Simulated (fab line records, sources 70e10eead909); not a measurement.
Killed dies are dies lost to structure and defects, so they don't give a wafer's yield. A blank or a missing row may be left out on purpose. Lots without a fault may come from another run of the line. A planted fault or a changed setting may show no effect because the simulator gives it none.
fab line records | flow nand_harc
record lots=5 wafers=14 last_day=30
route steps=1302 shown A_ONON_D1@430 END@1302
lots that met no fault: from a run of the same line without faults
start_h: hours from the record's first day to the start of the lot's first wafer shown | wait_h: hours since the lot's step before | " the same as in the row above | L1.1+2: a row that stands for several wafers | - no value, or no start given | * or withheld: withheld | < > ~ a bound
route shown NAME@n: a module of which the file shows steps, and the number in the route of the first | usual: mean/standard deviation of fault-free wafers | same: alike in all rows | chamber/n: place in a boat | sites: the reading at each site | _std_site: their standard deviation | _edge_site: outer sites' mean less inner sites' | radius_mm: how far each site lies from the wafer's centre | mask NAME#n: copy n | behind: the tool/chamber that last shaped the wafer | hold: why the lot was held/for how many hours/how that ended | device: the transistor (n, p or np) that didn't switch | end of line: the same wafers' tests at the end of the route | a step without rows: its recipe alone | killed: dies lost to structure and defects at the first sort, not the wafer's yield | map: a wafer's dies, x killed, . not, _ none there
set.NAME: the setting as run; set.NAME@STEP: as run at that earlier step | model.NAME: the simulator's own value behind a step, which no gauge read
lots at some steps of the route; a table a step, a row a wafer
services: from which hour (start_h, from the record's first day; less than 0 if before it) a tool's chamber was out of use, for how many hours, and why
## steps
# step NHARC_A_ONON_D1_DEP_09
# recipe target_thk_a=10000 n2_flow_sccm=2750 n2o_flow_sccm=2000 nh3_flow_sccm=500 sih4_flow_sccm=210 temp_c=400
# step NHARC_A_ONON_D1_THK_MEAS_11
# recipe thk_meas_gauge=ellipsometry
# usual thk_nm=998/7.7
# columns lot.wafer tool chamber start_h wait_h thk_nm
L923.1 film_metro-02 - 174.43 - 993
L923.2 " - " " 996
L923.3 " - " " 995
L925.2 film_metro-01 - 195.43 - 1010
L925.3 " - " " 1010
L925.6 " - " " 1011
L930.2 film_metro-01 - 246.95 - 996
L930.4 " - " " 998
L933.3 film_metro-02 - 285.17 - 1012
L933.5 " - " " 1011
L933.6 " - " " 1013
L937.1 film_metro-02 - 307.06 - 995
L937.4 " - " " 996
L937.6 " - " " 998
# step NHARC_A_ONON_D1_DEP_12
# recipe target_thk_a=10000 n2_flow_sccm=2750 n2o_flow_sccm=2000 nh3_flow_sccm=500 sih4_flow_sccm=210 temp_c=400
# step NHARC_A_ONON_D1_THK_MEAS_14
# recipe thk_meas_gauge=ellipsometry
# usual thk_nm=999/9.8
# columns lot.wafer tool chamber start_h wait_h thk_nm
L923.1 film_metro-02 - 175.00 - 994
L923.2 " - " " 995
L923.3 " - " " 994
L925.2 film_metro-01 - 196.00 - 1003
L925.3 " - " " 1003
L925.6 " - " " 1002
L930.2 film_metro-01 - 247.52 - 986
L930.4 " - " " 985
L933.3 film_metro-01 - 285.73 - 1009
L933.5 " - " " 1010
L933.6 " - " " 1010
L937.1 film_metro-02 - 307.63 - 1017
L937.4 " - " " 1020
L937.6 " - " " 1017
# step NHARC_A_ONON_D1_ANNEAL_15
# recipe temp_c=750 time_s=3600
# step NHARC_A_ONON_D1_DEP_16
# recipe target_thk_a=10000 n2_flow_sccm=2750 n2o_flow_sccm=2000 nh3_flow_sccm=500 sih4_flow_sccm=210 temp_c=400
# step NHARC_A_ONON_D1_THK_MEAS_18
# recipe thk_meas_gauge=ellipsometry
# usual thk_nm=1001/11
# columns lot.wafer tool chamber start_h wait_h thk_nm
L923.1 film_metro-02 - 182.81 - 1016
L923.2 " - " " 1017
L923.3 " - " " 1016
L925.2 film_metro-02 - 203.96 - 1024
L925.3 " - " " 1022
L925.6 " - " " 1022
L930.2 film_metro-01 - 255.31 - 1001
L930.4 " - " " 1002
L933.3 film_metro-01 - 293.37 - 996
L933.5 " - " " 996
L933.6 " - " " 995
L937.1 film_metro-01 - 316.19 - 1011
L937.4 " - " " 1012
L937.6 " - " " 1012
# step NHARC_A_ONON_D1_DEP_19
# recipe target_thk_a=10000 n2_flow_sccm=2750 n2o_flow_sccm=2000 nh3_flow_sccm=500 sih4_flow_sccm=210 temp_c=400
# step NHARC_A_ONON_D1_THK_MEAS_21
# recipe thk_meas_gauge=ellipsometry
# usual thk_nm=998/9.5
# columns lot.wafer tool chamber start_h wait_h thk_nm
L923.1 film_metro-02 - 183.38 - 990
L923.2 " - " " 991
L923.3 " - " " 992
L925.2 film_metro-02 - 204.53 - 982
L925.3 " - " " 981
L925.6 " - " " 980
L930.2 film_metro-01 - 255.88 - 990
L930.4 " - " " 990
L933.3 film_metro-02 - 293.94 - 992
L933.5 " - " " 993
L933.6 " - " " 995
L937.1 film_metro-01 - 316.76 - 999
L937.4 " - " " 1001
L937.6 " - " " 1000
# step NHARC_A_ONON_D1_DEP_22
# recipe target_thk_a=10000 n2_flow_sccm=2750 n2o_flow_sccm=2000 nh3_flow_sccm=500 sih4_flow_sccm=210 temp_c=400
# step NHARC_A_ONON_D1_THK_MEAS_24
# recipe thk_meas_gauge=ellipsometry
# usual thk_nm=1000/12
# columns lot.wafer tool chamber start_h wait_h thk_nm
L923.1 film_metro-01 - 183.94 - 1007
L923.2 " - " " 1009
L923.3 " - " " 1010
L925.2 film_metro-02 - 205.10 - 1006
L925.3 " - " " 1004
L925.6 " - " " 1006
L930.2 film_metro-01 - 256.44 - 999
L930.4 " - " " 998
L933.3 film_metro-02 - 294.50 - 987
L933.5 " - " " 987
L933.6 " - " " 987
L937.1 film_metro-02 - 317.33 - 996
L937.4 " - " " 995
L937.6 " - " " 994
# step NHARC_A_ONON_D1_DEP_25
# recipe target_thk_a=10000 n2_flow_sccm=2750 n2o_flow_sccm=2000 nh3_flow_sccm=500 sih4_flow_sccm=210 temp_c=400
# columns lot.wafer tool chamber start_h wait_h
L923.1+2+3 pecvd_onon-01 0 184.00 0.1
L925.2+3+6 pecvd_onon-03 0 205.22 0.1
L930.2+4 pecvd_onon-03 0 256.56 0.1
L933.3+5+6 pecvd_onon-02 0 294.67 0.2
L937.1+4+6 pecvd_onon-02 0 317.39 0.1
# step NHARC_A_ONON_D1_THK_MEAS_27
# recipe thk_meas_gauge=ellipsometry
# usual thk_nm=997/9.9
# columns lot.wafer tool chamber start_h wait_h thk_nm
L923.1 film_metro-01 - 184.50 - 1000
L923.2 " - " " 998
L923.3 " - " " 1000
L925.2 film_metro-02 - 205.67 - 996
L925.3 " - " " 995
L925.6 " - " " 998
L930.2 film_metro-02 - 257.01 - 980
L930.4 " - " " 1220
L933.3 film_metro-01 - 295.07 - 1005
L933.5 " - " " 1005
L933.6 " - " " 1002
L937.1 film_metro-01 - 317.90 - 994
L937.4 " - " " 994
L937.6 " - " " 994
# step NHARC_A_ONON_D1_DEP_28
# recipe target_thk_a=10000 n2_flow_sccm=2750 n2o_flow_sccm=2000 nh3_flow_sccm=500 sih4_flow_sccm=210 temp_c=400
# step NHARC_END_SORT_01
# recipe temp_c=25
# usual killed_at_array=56/19 killed_at_other=0.8/1.1 killed_at_periphery=3.4/2.5 killed_dies=60/19 killed_open=2.9/1.7 killed_short=2.4/1.6
# same gross_dies=677
# columns lot.wafer tool chamber start_h wait_h killed_at_array killed_at_other killed_at_periphery killed_dies killed_open killed_short
L930.4 prober-02 0 651.56 3.4 675 0 2 677 6 3
# killed by level:class
L930.4 A_ONON_D1:area_dep=580 A_SLIT:chamber_film_flake=34 A_CHANNEL_HOLE_D1:chamber_film_flake=22 A_CHANNEL_HOLE_D2:chamber_film_flake=21 A_CONTACT:chamber_film_flake=7 A_CHANNEL_FILL_D2:geometric_particle:open=3 A_M1:geometric_particle:open=2 A_CHANNEL_FILL_D2:chamber_film_flake=2
# map L930.4 (x killed, . not)
____________x____________
_________xxxxxxx_________
_______xxxxxxxxxxx_______
______xxxxxxxxxxxxx______
_____xxxxxxxxxxxxxxx_____
____xxxxxxxxxxxxxxxxx____
____xxxxxxxxxxxxxxxxx____
___xxxxxxxxxxxxxxxxxxx___
___xxxxxxxxxxxxxxxxxxx___
__xxxxxxxxxxxxxxxxxxxxx__
__xxxxxxxxxxxxxxxxxxxxx__
_xxxxxxxxxxxxxxxxxxxxxxx_
_xxxxxxxxxxxxxxxxxxxxxxx_
_xxxxxxxxxxxxxxxxxxxxxxx_
_xxxxxxxxxxxxxxxxxxxxxxx_
_xxxxxxxxxxxxxxxxxxxxxxx_
xxxxxxxxxxxxxxxxxxxxxxxxx
xxxxxxxxxxxxxxxxxxxxxxxxx
xxxxxxxxxxxxxxxxxxxxxxxxx
xxxxxxxxxxxxxxxxxxxxxxxxx
xxxxxxxxxxxxxxxxxxxxxxxxx
_xxxxxxxxxxxxxxxxxxxxxxx_
_xxxxxxxxxxxxxxxxxxxxxxx_
_xxxxxxxxxxxxxxxxxxxxxxx_
_xxxxxxxxxxxxxxxxxxxxxxx_
_xxxxxxxxxxxxxxxxxxxxxxx_
__xxxxxxxxxxxxxxxxxxxxx__
__xxxxxxxxxxxxxxxxxxxxx__
___xxxxxxxxxxxxxxxxxxx___
___xxxxxxxxxxxxxxxxxxx___
____xxxxxxxxxxxxxxxxx____
____xxxxxxxxxxxxxxxxx____
_____xxxxxxxxxxxxxxx_____
______xxxxxxxxxxxxx______
_______xxxxxxxxxxx_______
_________xxxxxxx_________
____________x____________
# map L925.2 (x killed, . not)
____________.____________
_________.x.x..._________
_______.x.x......._______
______xxxx..x......______
_____xxx.x.x.......x_____
____.xxxxx...........____
____xxxxxx...........____
___..x.x..............___
___x...xx.............___
__.....................__
__..........x..........__
_..x...................._
_.......x..............._
_...xx.........x........_
_..x...................._
_......................._
..x..x....x..............
...................x.....
.......x.................
......x....x.............
..x......................
_......................._
_............x.........._
_.x....................._
_......................._
_....x.x................_
__.............x.x.....__
__.....................__
___..............x....___
___...................___
____.................____
____.................____
_____..............._____
______.............______
_______...x......._______
_________......._________
____________.____________
## services
# columns tool chamber start_h hours kind
pecvd_onon-02 - 185.00 13.0 pm
pecvd_onon-03 - 227.05 13.0 pm
pecvd_onon-01 - 269.31 13.0 pm
pecvd_onon-02 - 309.50 1.2 repair
## key
first_sign step=NHARC_A_ONON_D1_THK_MEAS_27 reading=thk_nm direction=up sigmas=23 usual=997 struck=1220
effect step=NHARC_END_SORT_01 reading=killed_at_array direction=up sigmas=33 usual=56 struck=675
more_kills_born_at NHARC_A_ONON_D1_DEP_25@pecvd_onon-03=580
met_at NHARC_A_ONON_D1_DEP_25
struck_wafers L930.4
later_rows_left_out L930.4
tester_left_out L930
onset_between 205.22 256.56
fault kind=process_parameter_drift tool=pecvd_onon-03 chamber=- onset_h=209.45 steps=NHARC_A_ONON_D1_DEP_25 channel=target_thk_a offset=* shape=step end_h=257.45 scope=struck_wafers_only acts_in=* stated=*
# tester_left_out: of these lots the tester's yield and bins aren't shown, on N5 and GAA mostly nor the transistor test; their killed dies are dies lost to structure and defects alone, not to doping, threshold or leakage, so they don't give the yield
# later_rows_left_out: the simulator's readings of these wafers behind a module that went badly wrong aren't trusted and aren't shown, but for the sort
